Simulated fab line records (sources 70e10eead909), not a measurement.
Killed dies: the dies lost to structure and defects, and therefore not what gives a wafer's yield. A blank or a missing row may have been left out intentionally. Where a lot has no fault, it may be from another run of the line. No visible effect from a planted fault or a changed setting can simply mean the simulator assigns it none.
fab line records ; flow nand_harc
record: lots: 6; wafers: 18; last_day: 23
route steps=1159 shown A_STAIRCASE@743 A_SGD_CUT@747
lots with no fault: from the same line, run without faults
start_h: start of the lot's first displayed wafer, in hours after the record's first day ; wait_h: how many hours have passed since the lot's step before this one ; " repeats the value in the row above ; L1.1+2: one row covering several wafers at once ; - either no value or no given start ; * or withheld: withheld ; < > ~ a bound
route shown NAME@n: a module of which the file shows steps, and the number in the route of the first ; usual: the fault-free wafers' mean and standard deviation ; same: alike in all rows ; chamber/n: place in a boat ; sites: each site's reading ; _std_site: the values' standard deviation ; _edge_site: inner sites' mean taken away from outer sites' mean ; radius_mm: how far each site lies from the wafer's centre ; mask NAME#n: copy n ; behind: the most recent tool/chamber to have shaped the wafer ; hold: the reason the lot was held/the length of the hold in hours/how it ended ; device: the n, p or np transistor that did not switch ; end of line: tests run on the same wafers once the route is complete ; for a step that has no rows: nothing shown but its recipe ; killed: count of dies lost to structure and defects at first sort (not the wafer's yield) ; map: shows each die of a wafer: x if killed, . if not, _ if none is there
set.NAME: setting as actually run; set.NAME@STEP: the setting as run at that earlier step ; model.NAME: the simulator's own value behind a step, which no gauge read
lots seen at some steps along the route; tables by step, rows by wafer
services: when a tool's chamber went out of use (start_h, in hours from the record's first day, below 0 if earlier), for how many hours, and the reason
== steps ==
step: NHARC_A_STAIRCASE_CMP_472
recipe: material: SiO2
usual: motor_current_A: 12.5/1.8
lot.wafer;tool;chamber;start_h;wait_h;motor_current_A
L593.3;cmp-01;0;314.78;0.3;10.2
L593.5;cmp-01;1;314.78;0.3;12.0
L593.6;cmp-01;2;314.78;0.3;12.9
L595.4;cmp-04;3;315.01;0.2;11.1
L595.2;cmp-04;0;315.01;0.2;10.5
L595.3;cmp-04;2;315.01;0.2;11.2
L597.4;cmp-01;2;325.71;0.2;12.5
L597.5;cmp-01;0;325.71;0.2;10.8
L597.6;cmp-01;1;325.71;0.2;12.1
L601.2;cmp-04;2;365.74;0.3;11.5
L601.1;cmp-04;3;365.74;0.3;12.1
L601.3;cmp-04;0;365.74;0.3;10.1
L607.2;cmp-01;2;401.12;0.2;12.5
L607.1;cmp-01;3;401.12;0.2;16.9
L607.5;cmp-01;2;401.12;0.2;13.6
L612.1;cmp-03;2;421.98;0.2;12.4
L612.4;cmp-03;0;421.98;0.2;14.2
L612.5;cmp-03;2;421.98;0.2;13.1
step: NHARC_A_STAIRCASE_SRD_474
step: NHARC_A_STAIRCASE_INSPECT_155
usual: raw_defect_count: 345/120
lot.wafer;tool;chamber;start_h;wait_h;raw_defect_count
L593.3;defect_inspect-01;-;315.05;0.1;358
L593.5;defect_inspect-01;-;315.05;0.1;388
L593.6;defect_inspect-01;-;315.05;0.1;220
L595.2;defect_inspect-01;-;315.35;0.1;190
L595.3;defect_inspect-01;-;315.35;0.1;322
L595.4;defect_inspect-01;-;315.35;0.1;325
L597.4;defect_inspect-01;-;326.00;0.1;247
L597.5;defect_inspect-01;-;326.00;0.1;378
L597.6;defect_inspect-01;-;326.00;0.1;253
L601.1;defect_inspect-01;-;366.05;0.1;210
L601.2;defect_inspect-01;-;366.05;0.1;233
L601.3;defect_inspect-01;-;366.05;0.1;225
L607.1;defect_inspect-02;-;401.43;0.1;301
L607.2;defect_inspect-02;-;401.43;0.1;334
L607.5;defect_inspect-02;-;401.43;0.1;220
L612.1;defect_inspect-02;-;422.33;0.1;305
L612.4;defect_inspect-02;-;422.33;0.1;667
L612.5;defect_inspect-02;-;422.33;0.1;313
step: NHARC_A_SGD_CUT_DEP_00
recipe: target_thk_a: 500; temp_c: 400; target_thk_nm: 50; flow_sccm: 200; rf_w: 450; material: SiNx
usual: heater_power_w: 743/71
lot.wafer;tool;chamber;start_h;wait_h;heater_power_w
L593.3;pecvd-03;0;315.47;0.4;623
L593.6;pecvd-03;0;315.47;0.4;643
L593.5;pecvd-03;1;315.47;0.4;653
L595.3;pecvd-02;2;315.48;0.1;804
L595.2;pecvd-02;0;315.48;0.1;685
L595.4;pecvd-02;0;315.48;0.1;687
L597.5;pecvd-01;2;326.17;0.2;717
L597.6;pecvd-01;0;326.17;0.2;635
L597.4;pecvd-01;1;326.17;0.2;671
L601.3;pecvd-03;0;366.12;0.1;570
L601.1;pecvd-03;1;366.12;0.1;791
L601.2;pecvd-03;2;366.12;0.1;885
L607.2;pecvd-02;2;401.50;0.1;794
L607.1;pecvd-02;1;401.50;0.1;689
L607.5;pecvd-02;2;401.50;0.1;822
L612.1;pecvd-03;1;422.43;0.1;811
L612.5;pecvd-03;1;422.43;0.1;632
L612.4;pecvd-03;2;422.43;0.1;873
step: NHARC_A_SGD_CUT_DEHYDRATE_01
recipe: temp_c: 150; time_s: 120
step: NHARC_A_SGD_CUT_HMDS_02
recipe: time_s: 30
step: NHARC_A_SGD_CUT_COAT_56
recipe: temp_c: 260; time_s: 75
step: NHARC_A_SGD_CUT_COAT_57
recipe: temp_c: 225; time_s: 65
step: NHARC_A_SGD_CUT_COAT_03
recipe: spin_rpm: 1500; resist_thk_nm: 90
step: NHARC_A_SGD_CUT_SOFTBAKE_04
recipe: temp_c: 105; time_s: 55
step: NHARC_A_SGD_CUT_EBR_05
step: NHARC_A_SGD_CUT_EXPOSE_06
recipe: na: 1.35; dose_mj: 85.59; mask_id: SGD
usual: exposure_dose_mJ_cm2: 85.63/0.15
lot.wafer;tool;chamber;start_h;wait_h;mask;exposure_dose_mJ_cm2
L595.2;arfi_scanner-01;0;316.07;-;SGD#0;85.81
L595.3;arfi_scanner-01;0;316.07;-;SGD#0;85.87
L595.4;arfi_scanner-01;0;316.07;-;SGD#0;85.84
L593.3;arfi_scanner-02;0;316.23;-;SGD#0;85.52
L593.5;arfi_scanner-02;0;316.23;-;SGD#0;85.59
L593.6;arfi_scanner-02;0;316.23;-;SGD#0;85.66
L597.4;arfi_scanner-01;0;326.68;-;SGD#0;88.43
L597.5;arfi_scanner-01;0;326.68;-;SGD#0;88.45
L597.6;arfi_scanner-01;0;326.68;-;SGD#0;88.52
L601.1;arfi_scanner-01;0;366.70;-;SGD#0;87.74
L601.2;arfi_scanner-01;0;366.70;-;SGD#0;87.96
L601.3;arfi_scanner-01;0;366.70;-;SGD#0;87.77
L607.1;arfi_scanner-02;0;402.08;-;SGD#0;85.55
L607.2;arfi_scanner-02;0;402.08;-;SGD#0;85.68
L607.5;arfi_scanner-02;0;402.08;-;SGD#0;85.63
L612.1;arfi_scanner-02;0;423.01;-;SGD#0;85.60
L612.4;arfi_scanner-02;0;423.01;-;SGD#0;85.51
L612.5;arfi_scanner-02;0;423.01;-;SGD#0;85.52
step: NHARC_A_SGD_CUT_PEB_07
recipe: peb_temp_c: 100; peb_time_s: 65
step: NHARC_A_SGD_CUT_DEVELOP_08
recipe: develop_time_s: 35; dev_temp_c: 23
step: NHARC_A_SGD_CUT_CD_MEAS_09
recipe: target_cd_nm: 100; landing_energy_ev: 500
usual: cd_nm: 100.3/0.45
lot.wafer;tool;chamber;start_h;wait_h;cd_nm
L595.2;cd_sem-02;0;316.21;-;100.3
L595.3;cd_sem-02;0;316.21;-;99.9
L595.4;cd_sem-02;0;316.21;-;99.9
L593.3;cd_sem-02;0;316.36;-;100.6
L593.5;cd_sem-02;0;316.36;-;100.7
L593.6;cd_sem-02;0;316.36;-;100.6
L597.4;cd_sem-01;0;326.82;-;101.8
L597.5;cd_sem-01;0;326.82;-;102.0
L597.6;cd_sem-01;0;326.82;-;102.3
L601.1;cd_sem-01;0;366.84;-;101.6
L601.2;cd_sem-01;0;366.84;-;101.6
L601.3;cd_sem-01;0;366.84;-;101.6
L607.1;cd_sem-01;0;402.23;-;100.3
L607.2;cd_sem-01;0;402.23;-;100.1
L607.5;cd_sem-01;0;402.23;-;100.7
L612.1;cd_sem-03;0;423.15;-;99.4
L612.4;cd_sem-03;0;423.15;-;100.2
L612.5;cd_sem-03;0;423.15;-;99.5
step: NHARC_A_SGD_CUT_OVL_MEAS_10
usual: overlay_x_nm: 0.0/0.74; overlay_y_nm: 0.2/0.83
lot.wafer;tool;chamber;start_h;wait_h;overlay_x_nm;overlay_y_nm
L595.2;overlay-02;-;316.29;-;-0.5;0.5
L595.3;overlay-02;-;316.29;-;-0.6;1.2
L595.4;overlay-02;-;316.29;-;-0.8;0.7
L593.3;overlay-01;-;316.45;-;-0.7;0.9
L593.5;overlay-01;-;316.45;-;-0.9;0.0
L593.6;overlay-01;-;316.45;-;-0.5;0.3
L597.4;overlay-01;-;326.90;-;-1.3;0.1
L597.5;overlay-01;-;326.90;-;-1.4;0.7
L597.6;overlay-01;-;326.90;-;-1.3;0.6
L601.1;overlay-02;-;366.93;-;0.6;-1.2
L601.2;overlay-02;-;366.93;-;0.9;-1.8
L601.3;overlay-02;-;366.93;-;0.5;-2.1
L607.1;overlay-02;-;402.31;-;-0.1;0.7
L607.2;overlay-02;-;402.31;-;0.1;-0.1
L607.5;overlay-02;-;402.31;-;0.1;0.8
L612.1;overlay-02;-;423.24;-;0.1;0.3
L612.4;overlay-02;-;423.24;-;-0.3;0.5
L612.5;overlay-02;-;423.24;-;0.2;0.5
== services ==
tool;chamber;start_h;hours;kind
arfi_scanner-02;0;291.28;-;calibration
pecvd-03;-;292.00;13.0;pm
cmp-04;-;295.79;3.9;repair
cmp-01;-;297.10;4.4;repair
cmp-04;-;301.13;4.0;pm
cmp-03;-;303.57;0.2;repair
cmp-03;-;307.55;1.3;repair
pecvd-02;1;318.95;13.3;repair
cmp-03;-;327.03;0.5;repair
pecvd-02;-;334.89;13.0;pm
arfi_scanner-01;-;337.72;0.5;repair
arfi_scanner-01;-;340.34;1.6;repair
cmp-03;-;349.33;0.3;repair
cmp-03;-;352.10;4.0;pm
arfi_scanner-01;-;352.55;1.5;repair
cmp-04;-;364.74;0.4;repair
arfi_scanner-01;-;368.00;4.0;pm
arfi_scanner-02;-;370.11;1.8;repair
cmp-01;-;375.78;4.0;pm
arfi_scanner-02;-;379.52;0.4;repair
cmp-04;-;399.13;4.0;pm
arfi_scanner-01;-;400.32;8.4;repair
arfi_scanner-01;-;414.59;13.8;repair
pecvd-01;-;418.57;13.0;pm
== key ==
first_sign: step: NHARC_A_SGD_CUT_EXPOSE_06; reading: exposure_dose_mJ_cm2; direction: up; sigmas: 17; usual: 85.63; struck: 88.14
effect: step: NHARC_A_SGD_CUT_CD_MEAS_09; reading: cd_nm; direction: up; sigmas: 3.4; usual: 100.3; struck: 101.8; through: control_loop
met_at NHARC_A_SGD_CUT_EXPOSE_06
struck_wafers L597.4,L597.5,L597.6,L601.1,L601.2,L601.3
tester_left_out L597,L601
loop_trim: step: NHARC_A_SGD_CUT_EXPOSE_06; setting: dose; lots: L601
onset_between 316.07 326.68
fault: kind: process_parameter_drift; tool: arfi_scanner-01; chamber: -; onset_h: 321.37; steps: NHARC_A_SGD_CUT_EXPOSE_06; channel: dose_mj; offset: 2.5509; shape: step; acts_in: these_recipes_only; stated: 85.59
tester_left_out: of these lots the tester's yield and bins aren't shown, on N5 and GAA mostly nor the transistor test; their killed dies are dies lost to structure and defects alone, not to doping, threshold or leakage, so they don't give the yield
loop_trim: a control loop set the setting to another value than it would have without faults
